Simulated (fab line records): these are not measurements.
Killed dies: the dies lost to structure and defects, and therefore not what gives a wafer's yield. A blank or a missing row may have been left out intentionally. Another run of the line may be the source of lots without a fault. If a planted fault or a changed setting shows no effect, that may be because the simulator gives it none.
3 desks looking at one fault + flow n5Finfet + only its own numbers are on each desk; what lay behind them is given at the end

== THE DEFECT DESK ==
Inspection counts along the route, by lot: the mean over sampled wafers that carry a number. A lot is out of limits, marked OUT, if its mean lies more than 4 standard deviations from the usual mean; the brackets give that distance.
Columns: A = rawDefectCount at N5_BEOL_M7_INSPECT_58, usual 73; B = rawDefectCount at N5_BEOL_M8_INSPECT_13, usual 426
| lot  | first seen here | A   | B   |
|------|-----------------|-----|-----|
| L888 | day 9 18:46     | 46  | 281 |
| L885 | day 10 05:05    | 49  | 340 |
| L897 | day 12 07:46    | 67  | 288 |
| L898 | day 12 16:58    | 73  | 530 |
| L903 | day 14 00:28    | 102 | 473 |
| L904 | day 14 02:47    | 124 | 511 |
Result from this desk: across the 6 lots, nothing is out of limits.

== FOR THE TOOL OWNER'S DESK: lithoTrack-04 ==
The tool's own readings at N5_BEOL_M8_COAT_05 (resist thk 90 nm): means of the sampled wafers that have a number, for each lot that ran on this tool. A lot is out of limits, marked OUT, if its mean lies more than 4 standard deviations from the usual mean; the brackets give that distance.
Columns: A = exhaustPa at N5_BEOL_M8_COAT_05, usual 44.9 Pa; B = spinSpeedRpm at N5_BEOL_M8_COAT_05, usual 1500.1 rpm
| lot  | first seen here | A    | B                        |
|------|-----------------|------|--------------------------|
| L897 | day 12 09:22    | 43.8 | 1339.3 (-99 or more) OUT |
| L898 | day 12 19:04    | 44.6 | 1340.0 (-99 or more) OUT |
This desk's verdict: out of limits on L897, L898, starting with L897 at day 12 09:22 (spinSpeedRpm at N5_BEOL_M8_COAT_05). In limits: none.

== AT THE METROLOGY DESK ==
What the gauges read, lot by lot, whatever tool the lot ran on: means of the sampled wafers that have a number. A lot is out of limits, marked OUT, if its mean lies more than 4 standard deviations from the usual mean; the brackets give that distance.
Columns: A = M7_THK at N5_BEOL_M7_THK_MEAS_53, usual 81 nm; B = M7_RS at N5_BEOL_M7_RS_MEAS_57, usual 0.290 ohm/sq; C = M8_ILD_THK at N5_BEOL_M8_THK_MEAS_01, usual 154.6 nm; D = cdNm at N5_BEOL_M8_CD_MEAS_11, usual 38.1 nm; E = M8_OVL at N5_BEOL_M8_OVL_MEAS_12, usual -0.1 nm
| lot  | first seen here | A  | B     | C     | D    | E    |
|------|-----------------|----|-------|-------|------|------|
| L888 | day 9 18:36     | 79 | 0.295 | 153.8 | 37.8 | 0.8  |
| L885 | day 10 04:56    | 81 | 0.292 | 155.1 | 37.3 | -0.4 |
| L897 | day 12 07:37    | 80 | 0.295 | 155.1 | 38.2 | -0.5 |
| L898 | day 12 16:49    | 79 | 0.294 | 154.4 | 37.6 | -0.2 |
| L903 | day 14 00:19    | 83 | 0.283 | 152.4 | 37.2 | -0.7 |
| L904 | day 14 02:37    | 80 | 0.294 | 154.9 | 38.6 | -0.8 |
Result from this desk: across the 6 lots, nothing is out of limits.

== TAKEN TOGETHER ==
On L897, L898, at day 12 09:22, an alarm was possible from the tool owner's desk.
No out-of-limits result turned up at the defect desk.
From the metrology desk's view, nothing was out of limits.
The defect desk has L897, L898 on record, within its limits.
The metrology desk holds a record of L897, L898, inside its limits.
Of the lots named, all ran N5_BEOL_M8_COAT_05 on lithoTrack-04.

== WHAT THE SIMULATOR PUT IN ==
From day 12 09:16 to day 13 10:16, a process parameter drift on lithoTrack-04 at N5_BEOL_M8_COAT_05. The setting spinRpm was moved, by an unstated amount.
Shown lots that were struck: L897, L898.
Time in hours from fault onset to the first out-of-limits reading at each desk: the tool owner's desk, 0.
